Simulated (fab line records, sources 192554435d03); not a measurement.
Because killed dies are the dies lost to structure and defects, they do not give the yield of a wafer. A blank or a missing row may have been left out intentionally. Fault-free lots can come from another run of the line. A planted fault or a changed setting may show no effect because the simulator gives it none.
fab line records	flow n5Finfet
record: lots: 24	wafers: 72	lastDay: 20
route steps=1938 shown BEOL_M5@1127 BEOL_M6@1207
lots untouched by any fault: they come from a run of this same line in which no faults occurred
startH: the number of hours between the record's first day and the start of the first shown wafer of the lot	waitH: hours since the lot's step before	" same as the row above	L1.1+2: a single row standing in for several wafers	- value missing, or start not given	* or withheld: withheld	< > ~ a bound
route shown NAME@n: NAME is a module with steps in the file, n the number in the route of the first one	usual: the fault-free wafers' mean and standard deviation	same: alike in all rows	chamber/n: place in a boat	sites: each site's reading	_std_site: the standard deviation of these	_edge_site: outer sites' mean less inner sites'	radiusMm: for every site, how far away it sits from the centre of the wafer	mask NAME#n: copy n	behind: the tool/chamber that last shaped the wafer	hold: the reason the lot was held/the length of the hold in hours/how it ended	device: transistor that didn't switch, given as n, p or np	end of line: the same wafers' tests at the end of the route	step lacking rows: just its recipe	killed: the dies lost at the first sort to structure and to defects; this is not the yield of the wafer	map: the dies of a wafer, with x for killed, . for not killed, _ for no die there
set.NAME: the setting as run; set.NAME@STEP: as run at that earlier step	model.NAME: the simulator's own value behind a step, which no gauge read
route steps across a sampled set of lots; one table per step, one row per wafer
services: when a tool's chamber went out of use (startH, in hours from the record's first day, below 0 if earlier), for how many hours, and the reason
== steps ==
step: N5_BEOL_M5_OVL_MEAS_12
recipe: pointsPerWafer: 522
usual: M5_OVL: 0.1/0.73
lot.wafer	tool	chamber	startH	waitH	M5_OVL[nm]
L074.3	overlay-02	0	213.44	0.0	-1.0
L074.4	"	0	"	"	-1.1
L074.5	"	0	"	"	-0.3
L075.2	overlay-01	0	246.84	0.0	-0.1
L075.4	"	0	"	"	0.8
L075.6	"	0	"	"	1.6
L076.1	overlay-01	0	252.24	0.0	0.1
L076.4	"	0	"	"	0.6
L076.6	"	0	"	"	0.6
L077.1	overlay-02	0	255.32	0.0	-0.2
L077.2	"	0	"	"	0.1
L077.5	"	0	"	"	0.4
L078.1	overlay-02	0	261.16	0.0	-0.9
L078.3	"	0	"	"	-0.4
L078.4	"	0	"	"	-1.6
L080.1	overlay-01	0	269.65	0.0	-0.7
L080.2	"	0	"	"	1.0
L080.5	"	0	"	"	-0.2
L081.1	overlay-02	0	271.39	0.0	-0.2
L081.3	"	0	"	"	0.5
L081.4	"	0	"	"	0.6
L082.3	overlay-02	0	278.99	0.0	1.8
L082.5	"	0	"	"	0.1
L082.6	"	0	"	"	-0.2
L083.1	overlay-01	0	279.06	0.0	0.7
L083.5	"	0	"	"	0.2
L083.6	"	0	"	"	0.3
L084.3	overlay-01	0	283.52	0.0	0.1
L084.5	"	0	"	"	-0.1
L084.6	"	0	"	"	0.1
L085.3	overlay-01	0	292.02	0.0	1.0
L085.4	"	0	"	"	0.7
L085.6	"	0	"	"	0.3
L086.2	overlay-02	0	298.44	0.0	0.2
L086.3	"	0	"	"	0.5
L086.6	"	0	"	"	0.5
L092.2	overlay-01	0	298.48	0.0	2.0
L092.3	"	0	"	"	0.3
L092.4	"	0	"	"	0.0
L088.3	overlay-02	0	313.04	0.0	-0.2
L088.5	"	0	"	"	-0.2
L088.6	"	0	"	"	0.3
L089.2	overlay-02	0	317.96	0.0	-0.1
L089.4	"	0	"	"	0.0
L089.5	"	0	"	"	1.1
L087.3	overlay-01	0	318.01	0.0	-0.4
L087.4	"	0	"	"	0.5
L087.6	"	0	"	"	0.2
L090.2	overlay-02	0	322.07	0.0	0.3
L090.4	"	0	"	"	-1.3
L090.5	"	0	"	"	-0.6
L091.1	overlay-01	0	326.76	0.0	-0.7
L091.3	"	0	"	"	-0.5
L091.4	"	0	"	"	0.3
L093.3	overlay-02	0	330.57	0.0	0.6
L093.5	"	0	"	"	-0.2
L093.6	"	0	"	"	0.3
L079.1	overlay-01	0	350.89	0.0	-0.6
L079.2	"	0	"	"	0.3
L079.6	"	0	"	"	0.3
L097.1	overlay-02	0	351.13	0.0	-0.6
L097.2	"	0	"	"	-1.0
L097.6	"	0	"	"	-0.4
L096.1	overlay-02	0	360.92	0.0	2.0
L096.3	"	0	"	"	1.1
L096.6	"	0	"	"	1.5
L094.1	overlay-01	0	372.29	0.0	0.5
L094.2	"	0	"	"	-0.5
L094.6	"	0	"	"	-0.4
L095.1	overlay-02	0	376.08	0.0	0.1
L095.4	"	0	"	"	-0.3
L095.6	"	0	"	"	1.0
step: N5_BEOL_M5_STRIP_91
recipe: chemistry: N2/H2	timeS: 10	powerW: 450	tempC: 40	pressureMtorr: 20	rfFrequencyHz: 6e+07	biasPowerW: 7	n2FlowSccm: 200	h2FlowSccm: 200
usual: drypumpMotorCurrentA: 6.0/0.55	oesProductAu: 0.79/0.074	rfVppV: 59.1/0.85	showerheadPlenumPTorr: 2.53/0.084	tempC: 40.00/0.11	throttleValvePct: 23.85/0.21
lot.wafer	tool	chamber	startH	waitH	drypumpMotorCurrentA	oesProductAu	rfHoursCounterH	rfVppV	showerheadPlenumPTorr	tempC	throttleValvePct
L074.3	rieDiel-01	1	-	-	6.2	0.75	150	58.5	2.54	39.78	23.66
L074.4	"	2	"	"	6.4	0.89	29	60.8	2.70	39.92	24.04
L074.5	"	0	"	"	6.7	0.80	-	57.8	2.45	40.03	23.96
L075.2	rieDiel-06	0	-	-	6.4	0.70	240	60.0	2.61	39.99	24.08
L075.4	"	2	"	"	6.4	0.76	167	59.4	2.43	39.90	23.82
L075.6	"	2	"	"	6.4	0.77	-	59.7	2.43	39.78	23.82
L076.1	rieDiel-03	3	-	-	5.4	0.86	61	59.0	2.58	39.95	23.77
L076.4	"	2	"	"	5.0	0.74	168	59.6	2.63	40.03	23.67
L076.6	"	0	"	"	5.6	0.71	-	57.9	2.51	39.91	23.81
L077.1	rieDiel-03	2	-	-	5.0	0.75	169	61.3	2.63	40.02	23.66
L077.2	"	3	"	"	5.3	0.86	62	60.7	2.58	40.03	23.77
L077.5	"	3	"	"	5.4	0.86	-	58.8	2.58	40.12	23.77
L078.1	rieDiel-06	3	-	-	5.2	0.79	79	59.0	2.57	40.08	24.09
L078.3	"	0	"	"	6.4	0.69	245	59.8	2.60	39.99	24.09
L078.4	"	1	"	"	5.2	0.97	5	60.3	2.60	40.10	23.39
L080.1	rieDiel-06	1	-	-	5.2	0.96	7	59.1	2.60	39.93	23.39
L080.2	"	0	"	"	6.5	0.68	247	59.7	2.60	40.03	24.08
L080.5	"	0	"	"	6.4	0.69	-	58.5	2.60	40.12	24.09
L081.1	rieDiel-03	1	-	-	6.1	0.73	178	59.5	2.42	39.95	23.54
L081.3	"	2	"	"	5.0	0.74	174	57.6	2.63	40.22	23.65
L081.4	"	0	"	"	5.5	0.70	222	59.2	2.50	39.85	23.83
L082.3	rieDiel-01	3	-	-	6.0	0.89	36	59.3	2.47	39.87	23.66
L082.5	"	2	"	"	6.4	0.85	-	59.1	2.69	39.89	24.09
L082.6	"	3	"	"	6.0	0.88	-	58.4	2.47	39.86	23.67
L083.1	rieDiel-01	1	-	-	6.3	0.74	174	58.8	2.53	40.11	23.71
L083.5	"	0	"	"	6.6	0.77	-	59.4	2.44	40.02	23.99
L083.6	"	3	"	"	6.0	0.89	-	59.5	2.47	39.92	23.66
L084.3	rieDiel-06	3	-	-	5.2	0.79	83	58.9	2.57	39.98	24.08
L084.5	"	0	"	"	6.4	0.67	-	59.9	2.60	39.93	24.07
L084.6	"	3	"	"	5.2	0.79	-	61.4	2.57	40.07	24.08
L085.3	rieDiel-06	1	-	-	5.2	0.94	12	58.8	2.59	40.13	23.41
L085.4	"	2	"	"	6.4	0.74	-	58.6	2.42	40.12	23.85
L085.6	"	1	"	"	5.2	0.94	-	60.1	2.59	40.03	23.40
L092.2	rieDiel-06	3	-	-	5.2	0.79	88	59.4	2.56	39.96	24.11
L092.3	"	1	"	"	5.2	0.93	15	58.8	2.59	39.88	23.42
L092.4	"	2	"	"	6.4	0.74	-	58.2	2.42	40.01	23.84
L086.2	rieDiel-01	0	-	-	6.6	0.77	129	59.3	2.44	40.02	24.00
L086.3	"	2	"	"	6.4	0.85	53	60.1	2.69	40.02	24.07
L086.6	"	3	"	"	6.0	0.88	-	60.0	2.47	40.13	23.67
L088.3	rieDiel-01	1	-	-	6.3	0.72	186	58.5	2.52	39.97	23.71
L088.5	"	0	"	"	6.6	0.76	-	58.9	2.44	40.04	24.02
L088.6	"	1	"	"	6.3	0.73	-	60.0	2.52	39.90	23.71
L089.2	rieDiel-01	2	-	-	6.4	0.84	59	60.2	2.69	39.92	24.08
L089.4	"	3	"	"	6.0	0.87	49	59.6	2.47	40.03	23.69
L089.5	"	2	"	"	6.4	0.84	-	59.5	2.69	39.86	24.10
L087.3	rieDiel-01	1	-	-	6.3	0.72	187	58.5	2.52	40.00	23.72
L087.4	"	0	"	"	6.6	0.77	136	59.5	2.44	39.97	24.02
L087.6	"	0	"	"	6.6	0.76	-	59.2	2.44	40.21	24.01
L090.2	rieDiel-01	0	-	-	6.7	0.75	137	58.3	2.44	40.05	24.02
L090.4	"	2	"	"	6.4	0.84	60	59.1	2.69	40.08	24.11
L090.5	"	2	"	"	6.4	0.84	-	57.4	2.69	40.12	24.09
L091.1	rieDiel-01	3	-	-	6.0	0.87	50	58.8	2.47	40.13	23.68
L091.3	"	0	"	"	6.6	0.77	137	59.5	2.44	40.09	23.99
L091.4	"	1	"	"	6.3	0.73	189	59.5	2.52	39.91	23.73
L093.3	rieDiel-06	1	-	-	5.2	0.91	26	60.7	2.59	40.06	23.42
L093.5	"	3	"	"	5.2	0.78	-	59.6	2.56	40.00	24.10
L093.6	"	0	"	"	6.4	0.92	-	59.0	2.60	40.05	23.86
L079.1	rieDiel-06	2	-	-	6.4	0.73	201	59.1	2.41	39.89	23.89
L079.2	"	0	"	"	6.4	0.90	17	59.7	2.59	39.83	23.88
L079.6	"	2	"	"	6.4	0.73	-	58.0	2.41	40.04	23.88
L097.1	rieDiel-03	1	-	-	6.1	0.70	197	59.1	2.42	40.09	23.56
L097.2	"	2	"	"	5.0	0.72	193	58.9	2.62	39.78	23.68
L097.6	"	1	"	"	6.1	0.71	-	58.1	2.42	40.08	23.56
L096.1	rieDiel-01	1	-	-	6.3	0.72	199	58.4	2.52	40.00	23.73
L096.3	"	3	"	"	6.0	0.85	62	58.4	2.46	40.26	23.69
L096.6	"	1	"	"	6.3	0.71	-	58.9	2.52	39.94	23.72
L094.1	rieDiel-06	0	-	-	6.4	0.88	23	58.1	2.59	39.99	23.89
L094.2	"	1	"	"	5.2	0.88	40	60.0	2.58	40.00	23.43
L094.6	"	3	"	"	5.2	0.76	-	58.6	2.55	39.90	24.12
L095.1	rieDiel-01	1	-	-	6.3	0.71	204	59.3	2.51	39.92	23.72
L095.4	"	3	"	"	6.0	0.85	67	60.3	2.46	39.75	23.71
L095.6	"	2	"	"	6.4	0.81	-	58.0	2.68	39.85	24.11
step: N5_BEOL_M5_INSPECT_58
recipe: inspectInstrument: darkfield	mode: postDep
usual: rawDefectCount: 73/24
lot.wafer	tool	chamber	startH	waitH	rawDefectCount
L074.3	defectInspect-02	-	223.70	0.0	78
L074.4	"	-	"	"	59
L074.5	"	-	"	"	122
L075.2	defectInspect-01	-	255.61	0.0	67
L075.4	"	-	"	"	106
L075.6	"	-	"	"	95
L076.1	defectInspect-01	-	261.34	0.0	127
L076.4	"	-	"	"	98
L076.6	"	-	"	"	85
L077.1	defectInspect-02	-	266.14	0.0	43
L077.2	"	-	"	"	49
L077.5	"	-	"	"	51
L078.1	defectInspect-01	-	271.89	0.0	74
L078.3	"	-	"	"	58
L078.4	"	-	"	"	113
L080.1	defectInspect-02	-	279.06	0.0	41
L080.2	"	-	"	"	62
L080.5	"	-	"	"	54
L081.1	defectInspect-02	-	283.73	0.0	51
L081.3	"	-	"	"	71
L081.4	"	-	"	"	85
L083.1	defectInspect-02	-	287.63	0.0	91
L083.5	"	-	"	"	81
L083.6	"	-	"	"	86
L082.3	defectInspect-01	-	288.09	0.0	78
L082.5	"	-	"	"	73
L082.6	"	-	"	"	80
L084.3	defectInspect-01	-	293.56	0.0	40
L084.5	"	-	"	"	85
L084.6	"	-	"	"	59
L085.3	defectInspect-02	-	302.51	0.0	58
L085.4	"	-	"	"	63
L085.6	"	-	"	"	76
L092.2	defectInspect-01	-	307.13	0.0	75
L092.3	"	-	"	"	92
L092.4	"	-	"	"	64
L086.2	defectInspect-02	-	307.95	0.0	94
L086.3	"	-	"	"	103
L086.6	"	-	"	"	60
L088.3	defectInspect-01	-	324.82	0.0	51
L088.5	"	-	"	"	81
L088.6	"	-	"	"	61
L089.2	defectInspect-02	-	328.91	0.0	80
L089.4	"	-	"	"	82
L089.5	"	-	"	"	75
L087.3	defectInspect-01	-	331.52	0.0	56
L087.4	"	-	"	"	32
L087.6	"	-	"	"	77
L090.2	defectInspect-01	-	332.81	0.0	37
L090.4	"	-	"	"	63
L090.5	"	-	"	"	44
L091.1	defectInspect-02	-	336.48	0.0	91
L091.3	"	-	"	"	96
L091.4	"	-	"	"	127
L093.3	defectInspect-01	-	340.23	0.0	72
L093.5	"	-	"	"	73
L093.6	"	-	"	"	66
L079.1	defectInspect-02	-	361.42	0.0	38
L079.2	"	-	"	"	64
L079.6	"	-	"	"	68
L097.1	defectInspect-02	-	362.51	0.0	60
L097.2	"	-	"	"	40
L097.6	"	-	"	"	43
L096.1	defectInspect-02	-	370.09	0.0	87
L096.3	"	-	"	"	71
L096.6	"	-	"	"	48
L094.1	defectInspect-01	-	381.55	0.0	82
L094.2	"	-	"	"	98
L094.6	"	-	"	"	110
L095.1	defectInspect-01	-	386.76	0.0	59
L095.4	"	-	"	"	56
L095.6	"	-	"	"	46
step: N5_BEOL_M6_CD_MEAS_11
recipe: targetCdNm: 38.5	landingEnergyEv: 500	detector: seInlens	polarity: opening
usual: cdNm: 38.6/0.42
lot.wafer	tool	chamber	startH	waitH	cdNm
L074.3	cdSem-03	0	225.42	-	38.4
L074.4	"	0	"	"	38.9
L074.5	"	0	"	"	38.8
L075.2	cdSem-01	0	258.06	-	39.0
L075.4	"	0	"	"	38.5
L075.6	"	0	"	"	37.9
L076.1	cdSem-02	0	263.34	-	38.9
L076.4	"	0	"	"	38.6
L076.6	"	0	"	"	37.5
L077.1	cdSem-01	0	268.71	-	38.6
L077.2	"	0	"	"	38.7
L077.5	"	0	"	"	38.7
L078.1	cdSem-03	0	275.06	-	37.9
L078.3	"	0	"	"	38.0
L078.4	"	0	"	"	37.3
L080.1	cdSem-01	0	281.39	-	38.5
L080.2	"	0	"	"	39.0
L080.5	"	0	"	"	38.6
L081.1	cdSem-01	0	287.28	-	38.1
L081.3	"	0	"	"	38.0
L081.4	"	0	"	"	38.1
L083.1	cdSem-01	0	291.47	-	38.9
L083.5	"	0	"	"	38.7
L083.6	"	0	"	"	38.8
L082.3	cdSem-02	0	291.73	-	39.8
L082.5	"	0	"	"	39.2
L082.6	"	0	"	"	38.9
L084.3	cdSem-01	0	296.09	-	38.9
L084.5	"	0	"	"	39.3
L084.6	"	0	"	"	38.9
L085.3	cdSem-02	0	305.92	-	38.7
L085.4	"	0	"	"	38.4
L085.6	"	0	"	"	38.4
L092.2	cdSem-03	0	309.44	-	39.4
L092.3	"	0	"	"	38.6
L092.4	"	0	"	"	39.3
L086.2	cdSem-02	0	309.65	-	39.1
L086.3	"	0	"	"	38.3
L086.6	"	0	"	"	38.9
L088.3	cdSem-03	0	327.78	-	38.5
L088.5	"	0	"	"	38.7
L088.6	"	0	"	"	38.8
L089.2	cdSem-01	0	330.85	-	38.8
L089.4	"	0	"	"	39.2
L089.5	"	0	"	"	39.6
L087.3	cdSem-03	0	333.07	-	38.2
L087.4	"	0	"	"	38.2
L087.6	"	0	"	"	38.4
L090.2	cdSem-02	0	334.77	-	39.2
L090.4	"	0	"	"	39.3
L090.5	"	0	"	"	38.5
L091.1	cdSem-01	0	340.74	-	38.1
L091.3	"	0	"	"	38.8
L091.4	"	0	"	"	38.5
L093.3	cdSem-03	0	341.81	-	38.3
L093.5	"	0	"	"	38.8
L093.6	"	0	"	"	38.0
L079.1	cdSem-01	0	364.07	-	37.8
L079.2	"	0	"	"	38.5
L079.6	"	0	"	"	38.5
L097.1	cdSem-01	0	364.45	-	38.2
L097.2	"	0	"	"	38.1
L097.6	"	0	"	"	38.3
L096.1	cdSem-01	0	371.91	-	38.1
L096.3	"	0	"	"	38.7
L096.6	"	0	"	"	38.2
L094.1	cdSem-01	0	384.57	-	38.1
L094.2	"	0	"	"	38.5
L094.6	"	0	"	"	38.4
L095.1	cdSem-01	0	389.13	-	38.6
L095.4	"	0	"	"	38.5
L095.6	"	0	"	"	38.1
step: N5_BEOL_M6_INSPECT_13
recipe: mode: adi	inspectInstrument: brightfield
usual: rawDefectCount: 426/93
lot.wafer	tool	chamber	startH	waitH	rawDefectCount
L074.3	defectInspect-01	-	225.47	0.0	489
L074.4	"	-	"	"	494
L074.5	"	-	"	"	513
L075.2	defectInspect-01	-	258.11	0.0	452
L075.4	"	-	"	"	516
L075.6	"	-	"	"	407
L076.1	defectInspect-01	-	263.39	0.0	490
L076.4	"	-	"	"	550
L076.6	"	-	"	"	383
L077.1	defectInspect-01	-	268.76	0.0	466
L077.2	"	-	"	"	378
L077.5	"	-	"	"	386
L078.1	defectInspect-02	-	275.11	0.0	394
L078.3	"	-	"	"	346
L078.4	"	-	"	"	436
L080.1	defectInspect-02	-	281.45	0.0	286
L080.2	"	-	"	"	497
L080.5	"	-	"	"	522
L081.1	defectInspect-01	-	287.34	0.0	442
L081.3	"	-	"	"	414
L081.4	"	-	"	"	482
L083.1	defectInspect-01	-	291.52	0.0	510
L083.5	"	-	"	"	444
L083.6	"	-	"	"	506
L082.3	defectInspect-02	-	291.78	0.0	397
L082.5	"	-	"	"	396
L082.6	"	-	"	"	452
L084.3	defectInspect-02	-	296.14	0.0	256
L084.5	"	-	"	"	356
L084.6	"	-	"	"	428
L085.3	defectInspect-01	-	305.98	0.0	340
L085.4	"	-	"	"	301
L085.6	"	-	"	"	337
L092.2	defectInspect-01	-	309.49	0.0	390
L092.3	"	-	"	"	556
L092.4	"	-	"	"	433
L086.2	defectInspect-01	-	309.70	0.0	554
L086.3	"	-	"	"	463
L086.6	"	-	"	"	453
L088.3	defectInspect-01	-	327.83	0.0	374
L088.5	"	-	"	"	555
L088.6	"	-	"	"	391
L089.2	defectInspect-01	-	330.90	0.0	445
L089.4	"	-	"	"	427
L089.5	"	-	"	"	394
L087.3	defectInspect-02	-	333.12	0.0	401
L087.4	"	-	"	"	245
L087.6	"	-	"	"	287
L090.2	defectInspect-02	-	334.82	0.0	307
L090.4	"	-	"	"	710
L090.5	"	-	"	"	578
L091.1	defectInspect-01	-	340.79	0.0	385
L091.3	"	-	"	"	418
L091.4	"	-	"	"	478
L093.3	defectInspect-02	-	341.86	0.0	391
L093.5	"	-	"	"	394
L093.6	"	-	"	"	460
L079.1	defectInspect-01	-	364.12	0.0	502
L079.2	"	-	"	"	384
L079.6	"	-	"	"	521
L097.1	defectInspect-01	-	364.50	0.0	276
L097.2	"	-	"	"	308
L097.6	"	-	"	"	269
L096.1	defectInspect-01	-	371.96	0.0	591
L096.3	"	-	"	"	457
L096.6	"	-	"	"	414
L094.1	defectInspect-01	-	384.63	0.0	385
L094.2	"	-	"	"	362
L094.6	"	-	"	"	479
L095.1	defectInspect-02	-	389.19	0.0	349
L095.4	"	-	"	"	361
L095.6	"	-	"	"	258
step: N5_BEOL_M6_ETCH_41
recipe: chemistry: CH3F/O2	target: SiCN	targetDepthA: 297	taperDeg: 2	timeS: 52	ionEnergyEv: 120	maskMaterial: TiN	pressureMtorr: 30	sourceW: 395	biasW: 75	Ar_flow_sccm: 150	CH3F_flow_sccm: 30	O2_flow_sccm: 20
usual: drypumpMotorCurrentA: 5.7/0.43	oesProductAu: 0.76/0.094	rfVppV: 297.3/1.2	showerheadPlenumPTorr: 2.00/0.041	throttleValvePct: 16.30/0.23
lot.wafer	tool	chamber	startH	waitH	drypumpMotorCurrentA	oesProductAu	rfHoursCounterH	rfVppV	showerheadPlenumPTorr	throttleValvePct
L074.3	rieDiel-04	3	-	-	5.3	0.67	235	298.6	2.06	16.55
L074.4	"	1	"	"	5.3	0.68	227	298.3	2.06	16.36
L074.5	"	1	"	"	5.3	0.69	-	297.4	2.06	16.35
L075.2	rieDiel-04	1	-	-	5.3	0.67	241	297.1	2.05	16.39
L075.4	"	2	"	"	6.2	0.72	-	295.3	1.98	16.37
L075.6	"	1	"	"	5.3	0.67	-	299.7	2.05	16.39
L076.1	rieDiel-05	3	-	-	5.4	0.72	199	300.2	2.07	16.33
L076.4	"	1	"	"	6.3	0.82	71	294.9	1.94	16.07
L076.6	"	3	"	"	5.5	0.71	-	298.5	2.07	16.34
L077.1	rieDiel-05	0	-	-	6.1	0.72	163	298.3	2.00	16.41
L077.2	"	1	"	"	6.3	0.82	73	295.7	1.94	16.05
L077.5	"	3	"	"	5.5	0.70	-	298.5	2.07	16.35
L078.1	rieDiel-04	2	-	-	6.2	0.71	223	295.9	1.97	16.38
L078.3	"	0	"	"	6.0	0.93	6	296.3	1.96	15.86
L078.4	"	1	"	"	5.3	0.67	-	297.1	2.05	16.39
L080.1	rieDiel-04	0	-	-	6.0	0.94	6	298.0	1.96	15.87
L080.2	"	2	"	"	6.2	0.72	223	296.5	1.97	16.38
L080.5	"	0	"	"	6.0	0.94	-	296.5	1.96	15.86
L081.1	rieDiel-02	3	-	-	5.8	0.95	9	298.4	2.04	16.06
L081.3	"	0	"	"	6.2	0.79	107	297.5	2.01	16.29
L081.4	"	1	"	"	5.7	0.71	222	296.5	1.98	16.52
L082.3	rieDiel-02	0	-	-	6.2	0.80	108	298.4	2.01	16.28
L082.5	"	2	"	"	4.9	0.70	-	296.6	1.98	16.64
L082.6	"	3	"	"	5.8	0.93	-	298.7	2.04	16.10
L083.1	rieDiel-05	2	-	-	5.7	0.69	239	298.4	1.98	16.29
L083.5	"	1	"	"	6.3	0.80	-	297.5	1.94	16.09
L083.6	"	2	"	"	5.7	0.69	-	297.0	1.98	16.30
L084.3	rieDiel-05	1	-	-	6.3	0.81	81	296.3	1.94	16.08
L084.5	"	2	"	"	5.7	0.69	-	297.7	1.98	16.29
L084.6	"	3	"	"	5.5	0.71	-	299.0	2.07	16.36
L085.3	rieDiel-02	0	-	-	6.2	0.79	114	297.4	2.01	16.28
L085.4	"	1	"	"	5.7	0.70	228	298.4	1.98	16.56
L085.6	"	0	"	"	6.2	0.78	-	297.8	2.01	16.28
L092.2	rieDiel-05	2	-	-	5.7	0.69	245	298.7	1.98	16.29
L092.3	"	3	"	"	5.5	0.70	215	298.8	2.06	16.38
L092.4	"	1	"	"	6.3	0.81	84	297.6	1.94	16.08
L086.2	rieDiel-02	0	-	-	6.1	0.78	116	297.1	2.01	16.28
L086.3	"	1	"	"	5.7	0.69	230	297.1	1.98	16.56
L086.6	"	2	"	"	4.9	0.70	-	297.3	1.98	16.66
L088.3	rieDiel-02	0	-	-	6.2	0.79	122	298.5	2.01	16.29
L088.5	"	2	"	"	4.8	0.70	-	297.4	1.98	16.66
L088.6	"	3	"	"	5.8	0.92	-	297.4	2.04	16.11
L087.3	rieDiel-02	2	-	-	4.9	0.69	225	296.7	1.98	16.67
L087.4	"	0	"	"	6.2	0.78	124	297.8	2.00	16.31
L087.6	"	1	"	"	5.7	0.69	-	295.2	1.98	16.57
L089.2	rieDiel-05	0	-	-	6.1	0.71	185	295.7	1.99	16.47
L089.4	"	1	"	"	6.3	0.80	-	295.2	1.94	16.10
L089.5	"	3	"	"	5.5	0.70	-	298.5	2.06	16.39
L090.2	rieDiel-02	0	-	-	6.2	0.78	124	295.6	2.00	16.31
L090.4	"	2	"	"	4.9	0.68	226	297.0	1.98	16.67
L090.5	"	2	"	"	4.9	0.70	-	296.2	1.98	16.67
L091.1	rieDiel-04	1	-	-	5.4	0.92	10	298.9	2.05	15.94
L091.3	"	3	"	"	5.3	0.91	19	297.6	2.05	16.16
L091.4	"	2	"	"	6.2	0.69	243	295.4	1.97	16.43
L093.3	rieDiel-05	1	-	-	6.3	0.78	96	295.1	1.94	16.12
L093.5	"	3	"	"	5.5	0.70	-	297.9	2.06	16.40
L093.6	"	0	"	"	6.1	0.70	-	297.5	1.99	16.48
L079.1	rieDiel-05	1	-	-	6.3	0.78	107	295.5	1.93	16.14
L079.2	"	3	"	"	5.5	0.69	239	298.0	2.06	16.41
L079.6	"	3	"	"	5.5	0.68	-	299.5	2.06	16.42
L097.1	rieDiel-04	1	-	-	5.3	0.91	20	296.6	2.04	15.96
L097.2	"	3	"	"	5.3	0.90	30	298.9	2.05	16.17
L097.6	"	1	"	"	5.3	0.90	-	299.0	2.04	15.96
L096.1	rieDiel-04	0	-	-	6.0	0.85	40	296.5	1.95	15.92
L096.3	"	3	"	"	5.3	0.90	32	297.0	2.04	16.17
L096.6	"	0	"	"	6.0	0.86	-	296.5	1.95	15.91
L094.1	rieDiel-05	1	-	-	6.3	0.78	114	296.2	1.93	16.15
L094.2	"	3	"	"	5.5	0.68	246	299.9	2.05	16.45
L094.6	"	0	"	"	6.1	0.69	-	295.2	1.98	16.52
L095.1	rieDiel-05	3	-	-	5.5	0.68	248	297.8	2.05	16.43
L095.4	"	1	"	"	6.3	0.77	115	296.0	1.93	16.15
L095.6	"	1	"	"	6.3	0.78	-	296.2	1.93	16.13
== services ==
tool	chamber	startH	hours	kind
rieDiel-06	0	198.08	6.2	repair
rieDiel-05	1	217.15	4.6	repair
rieDiel-02	1	217.15	5.2	repair
rieDiel-06	1	221.29	-	clean
rieDiel-06	1	221.29	-	consumableReplace:esc
rieDiel-06	1	221.29	-	consumableReplace:focusRing
rieDiel-06	1	221.29	25.2	scheduledDown
rieDiel-06	1	221.29	25.2	ventCycle
rieDiel-04	3	230.56	7.6	repair
rieDiel-01	2	247.05	9.9	repair
rieDiel-04	2	263.68	2.8	repair
rieDiel-04	-	278.67	4.3	pm
rieDiel-06	3	281.08	5.0	repair
rieDiel-06	1	284.55	4.9	repair
rieDiel-06	0	289.47	-	clean
rieDiel-03	-	293.56	16.0	repair
rieDiel-05	1	302.74	4.3	repair
rieDiel-02	2	303.28	3.9	repair
rieDiel-05	2	328.20	-	clean
rieDiel-05	2	328.20	-	consumableReplace:focusRing
rieDiel-05	2	328.20	26.1	scheduledDown
rieDiel-05	2	328.20	26.1	ventCycle
rieDiel-02	2	364.20	19.8	repair
rieDiel-02	1	387.70	4.1	repair
== key ==
fault none
